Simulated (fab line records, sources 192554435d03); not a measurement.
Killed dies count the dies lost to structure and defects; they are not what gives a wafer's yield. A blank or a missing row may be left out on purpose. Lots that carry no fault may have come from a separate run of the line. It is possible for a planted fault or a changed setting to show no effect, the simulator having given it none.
Split-lot experiment    flow n5_finfet    route with 1938 steps; 7 lots, 39 wafers read

THE SPLIT ITSELF
At N5_BEOL_M5_TRENCH_ETCH_37 (etches SiCOH lowk in C4F6/O2, target depth 71.652 nm, time 24.7 s), the setting time_s was moved away from the recipe's 24.7 s on 12 of the 39 wafers read, by -57.1% to -43.2%. The other wafers ran this setting at the recipe's value.

FROM THE SPLIT TO THE READING: what the file shows between them, 13 steps
- N5_BEOL_M5_ETCH_41: etches SiCN in CH3F/O2, target depth 31.5 nm, time 56.7 s
- N5_BEOL_M5_STRIP_91: strips in N2/H2, time 10 s
- N5_BEOL_M5_OCD_MEAS_38
- N5_BEOL_M5_HM_STRIP_39: strips TiN in peroxide tin strip, target depth 25 nm, time 158 s
- N5_BEOL_M5_SRD_40: time 30 s
- N5_BEOL_M5_ECD_50: material Cu, target thk 300 nm
- N5_BEOL_M5_ANNEAL_51: time 90 s
- N5_BEOL_M5_CMP_52: polishes, stops on SiCOH lowk, t overpolish 6.9 s, target thk 62 nm
- N5_BEOL_M5_THK_MEAS_53: measures by xrf
- N5_BEOL_M5_PRE_CLEAN_77: time 15 s
- N5_BEOL_M5_CO_CAP_78: material Co, precursor CCTBA/H2, target thk 2 nm, time 102.1 s
- N5_BEOL_M5_PRE_CLEAN_55: time 15 s
- N5_BEOL_M5_DEP_56: deposits SiCN from 3MS/NH3, target thk 8 nm, time 14 s

THE READING
M5_RS (ohm/sq), read at N5_BEOL_M5_RS_MEAS_57 with a four-point probe. Fault-free wafers of this fab line usually give 0.387 ohm/sq, standard deviation 0.01 ohm/sq.

wafer   tool, chamber at the split  time_s as run, s  against the recipe  M5_RS, ohm/sq  against lot-mates on the recipe
L076.3  rie_diel-03, 0              24.7              recipe              0.391          -
L076.4  rie_diel-03, 1              24.7              recipe              0.399          -
L076.5  rie_diel-03, 3              24.7              recipe              0.384          -
L082.1  rie_diel-05, 0              24.7              recipe              0.382          -
L082.2  rie_diel-05, 2              24.7              recipe              0.362          -
L082.3  rie_diel-05, 3              24.7              recipe              0.375          -
L082.4  rie_diel-05, 1              24.7              recipe              0.381          -
L082.5  rie_diel-05, 2              24.7              recipe              0.365          -
L082.6  rie_diel-05, 1              24.7              recipe              0.383          -
L087.1  rie_diel-03, 1              24.7              recipe              0.391          -
L087.2  rie_diel-03, 3              11.28             -54.3%              1.379          +0.991
L087.3  rie_diel-03, 2              11.28             -54.3%              1.428          +1.040
L087.4  rie_diel-03, 0              24.7              recipe              0.387          -
L087.5  rie_diel-03, 1              24.7              recipe              0.385          -
L087.6  rie_diel-03, 0              11.28             -54.3%              1.450          +1.062
L090.1  rie_diel-01, 0              10.59             -57.1%              1.434          +1.058
L090.2  rie_diel-01, 3              24.7              recipe              0.371          -
L090.3  rie_diel-01, 1              24.7              recipe              0.380          -
L090.4  rie_diel-01, 2              10.59             -57.1%              1.484          +1.108
L090.5  rie_diel-01, 1              24.7              recipe              0.376          -
L090.6  rie_diel-01, 0              10.59             -57.1%              1.481          +1.105
L093.1  rie_diel-03, 1              24.7              recipe              0.386          -
L093.2  rie_diel-03, 2              24.7              recipe              0.406          -
L093.3  rie_diel-03, 3              24.7              recipe              0.387          -
L093.4  rie_diel-03, 0              24.7              recipe              0.396          -
L093.5  rie_diel-03, 2              24.7              recipe              0.398          -
L093.6  rie_diel-03, 1              24.7              recipe              0.391          -
L096.1  rie_diel-03, 1              24.7              recipe              0.403          -
L096.2  rie_diel-03, 2              12.14             -50.9%              1.176          +0.772
L096.3  rie_diel-03, 3              12.14             -50.9%              1.183          +0.779
L096.4  rie_diel-03, 0              24.7              recipe              0.402          -
L096.5  rie_diel-03, 0              24.7              recipe              0.407          -
L096.6  rie_diel-03, 1              12.14             -50.9%              1.258          +0.854
L097.1  rie_diel-03, 3              14.04             -43.2%              0.959          +0.568
L097.2  rie_diel-03, 2              24.7              recipe              0.394          -
L097.3  rie_diel-03, 1              14.04             -43.2%              0.990          +0.599
L097.4  rie_diel-03, 0              24.7              recipe              0.393          -
L097.5  rie_diel-03, 2              24.7              recipe              0.386          -
L097.6  rie_diel-03, 3              14.04             -43.2%              0.905          +0.514

THE FIT
A straight line over all 39 wafers: M5_RS changes by -0.0173 ohm/sq for each +1% of time_s; r = -0.99; the points scatter about the line by 0.069 ohm/sq.
The same after taking each lot's own level away (the mean of its wafers on the recipe; 39 wafers): -0.0173 ohm/sq for each +1%; r = -0.99; scatter 0.072 ohm/sq.
Per that fit: largest time_s move, reading shift of 0.99 ohm/sq.
The lots' own levels span 0.3747 to 0.4040 ohm/sq, that is 2.9 times the standard deviation above.
The two slopes agree, so the slope changes little with the lot-to-lot level.
Check: +0.974 ohm/sq against its lot-mates is what the line predicts for one of the wafers moved furthest among these (-57.1%) when that wafer is left out of the fit. It came out at +1.06 ohm/sq against them.

THE WHOLE CHAIN: every reading that the file lists as answering this split, in the file's order
step                       what it does                                                         reading                                                                           change (the file's fit)                r (the file's)
N5_BEOL_M5_TRENCH_ETCH_37  etches SiCOH lowk in C4F6/O2, target depth 71.652 nm, time 24.7 s    BEOL_M5.feature_depth_nm (the simulator's own value, which no gauge read)         +0.707 nm for each +1% of the setting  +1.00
N5_BEOL_M5_TRENCH_ETCH_37  etches SiCOH lowk in C4F6/O2, target depth 71.652 nm, time 24.7 s    etch.depth_nm (the simulator's own value, which no gauge read)                    +0.707 nm for each +1% of the setting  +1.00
N5_BEOL_M5_TRENCH_ETCH_37  etches SiCOH lowk in C4F6/O2, target depth 71.652 nm, time 24.7 s    TiN_of_BEOL_M5_HM_DEP_02.thk_nm (the simulator's own value, which no gauge read)  -0.021 nm for each +1% of the setting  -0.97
N5_BEOL_M5_OCD_MEAS_38                                                                          trench_depth_nm                                                                   +0.711 nm for each +1% of the setting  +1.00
N5_BEOL_M5_CMP_52          polishes, stops on SiCOH lowk, t overpolish 6.9 s, target thk 62 nm  Cu_of_BEOL_M5_ECD_50.thk_nm (the simulator's own value, which no gauge read)      +0.71 nm for each +1% of the setting   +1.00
N5_BEOL_M5_THK_MEAS_53     measures by xrf                                                      M5_THK                                                                            +0.722 for each +1% of the setting     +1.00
N5_BEOL_M5_RS_MEAS_57      measures by four-point-probe                                         M5_RS                                                                             -0.0172 for each +1% of the setting    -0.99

THE FILE'S OWN FIT
M5_RS changes by -0.0172 ohm/sq for each +1% of time_s, r = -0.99.
